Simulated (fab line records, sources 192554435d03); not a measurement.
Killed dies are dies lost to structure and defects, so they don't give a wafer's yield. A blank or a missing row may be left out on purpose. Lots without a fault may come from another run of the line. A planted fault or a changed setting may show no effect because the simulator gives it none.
Split-lot experiment | flow n5_finfet | 7 lots, 21 wafers read, on a route of 1938 steps

THE SPLIT
At N5_BEOL_M15_EXPOSE_25 (exposes mask M15, target cd 400 nm), the setting dose_mj was moved away from the recipe's 35.5 on 5 of the 21 wafers read, by -5.4% to +5.3%. The other wafers ran this setting at the recipe's value.

FROM THE SPLIT TO THE READING: what the file shows between them, 2 steps
- N5_BEOL_M15_DEVELOP_27: develop time 45 s (also split here: develop_time_s)
- N5_BEOL_M15_HARDBAKE_32: time 120 s

THE READING
cd_nm, in nm, at N5_BEOL_M15_CD_MEAS_28 (target cd 407.6 nm). Fault-free wafers of this fab line usually give 408.0 nm, standard deviation 1.4 nm.

wafer  | tool, chamber at the split | dose_mj as run | against the recipe | cd_nm, nm | against lot-mates on the recipe
L076.2 | krf_scanner-02, 0          | 35.5           | recipe             | 408.0     | -
L076.4 | krf_scanner-02, 0          | 36.78          | +3.6%              | 413.1     | +4.9
L076.6 | krf_scanner-02, 0          | 35.5           | recipe             | 408.4     | -
L081.2 | krf_scanner-02, 0          | 35.5           | recipe             | 406.8     | -
L081.3 | krf_scanner-02, 0          | 35.5           | recipe             | 407.3     | -
L081.5 | krf_scanner-02, 0          | 34.72          | -2.2%              | 404.9     | -2.2
L083.2 | krf_scanner-02, 0          | 37.37          | +5.3%              | 414.2     | +7.8
L083.5 | krf_scanner-02, 0          | 37.37          | +5.3%              | 414.5     | +8.1
L083.6 | krf_scanner-02, 0          | 35.5           | recipe             | 406.4     | -
L084.1 | krf_scanner-02, 0          | 35.5           | recipe             | 409.3     | -
L084.2 | krf_scanner-02, 0          | 35.5           | recipe             | 408.2     | -
L084.5 | krf_scanner-02, 0          | 35.5           | recipe             | 410.1     | -
L087.1 | krf_scanner-01, 0          | 35.5           | recipe             | 406.4     | -
L087.4 | krf_scanner-01, 0          | 35.5           | recipe             | 404.6     | -
L087.6 | krf_scanner-01, 0          | 35.5           | recipe             | 406.8     | -
L097.2 | krf_scanner-01, 0          | 35.5           | recipe             | 407.3     | -
L097.4 | krf_scanner-01, 0          | 35.5           | recipe             | 406.6     | -
L097.6 | krf_scanner-01, 0          | 33.57          | -5.4%              | 398.7     | -8.3
L096.1 | krf_scanner-02, 0          | 35.5           | recipe             | 409.2     | -
L096.5 | krf_scanner-02, 0          | 35.5           | recipe             | 410.1     | -
L096.6 | krf_scanner-02, 0          | 35.5           | recipe             | 409.2     | -

THE FIT
A straight line over all 21 wafers: cd_nm changes by +1.41 nm for each +1% of dose_mj; r = +0.92; the points scatter about the line by 1.4 nm.
The same after taking each lot's own level away (the mean of its wafers on the recipe; 21 wafers): +1.47 nm for each +1%; r = +0.98; scatter 0.61 nm.
On that fit, the largest move of dose_mj shifts the reading by 8 nm.
The lots' own levels span 405.93 to 409.50 nm, that is 2.5 times the standard deviation above.
So the lot-to-lot level changes the slope little: the two slopes agree.
Check: with one of the wafers moved furthest among these (-5.4%) left out of the fit, the line predicts -7.73 nm for it against its lot-mates. It came out at -8.25 nm against them.

OTHER SPLITS ON THESE WAFERS
These wafers also went through other splits before the reading. Each is held against what the fit with the lots' levels taken away leaves over:
other split on the same wafers        | wafers away from the commonest value | r with cd_nm (lot level and that fit taken away)
N5_BEOL_M12_ETCH_68 time_s            | 8                                    | -0.03
N5_BEOL_M12_TRENCH_ETCH_34 time_s     | 7                                    | +0.14
N5_BEOL_M13_DEP_53 time_s             | 7                                    | +0.06
N5_BEOL_M14_ILD_DEP_00 time_s         | 7                                    | +0.32
N5_BEOL_M15_DEVELOP_27 develop_time_s | 4                                    | +0.43

THE WHOLE CHAIN: every reading that the file lists as answering this split, in the file's order
step                   | what it does                                                            | reading                                                         | change (the file's fit)              | r (the file's)
N5_BEOL_M15_CD_MEAS_28 | target cd 407.6 nm                                                      | cd_nm                                                           | +1.45 nm for each +1% of the setting | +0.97
N5_BEOL_M15_DESCUM_33  | chemistry O2, time 7.9 s                                                | BEOL_M15.cd_nm (the simulator's own value, which no gauge read) | +1.48 nm for each +1% of the setting | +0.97
N5_BEOL_M15_ETCH_61    | etches BARC in N2/H2, target depth 89 nm, overetch 26.7 nm, time 67.9 s | BEOL_M15.cd_nm (the simulator's own value, which no gauge read) | +1.59 nm for each +1% of the setting | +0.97

THE FILE'S OWN FIT
cd_nm changes by +1.45 nm for each +1% of dose_mj, r = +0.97.
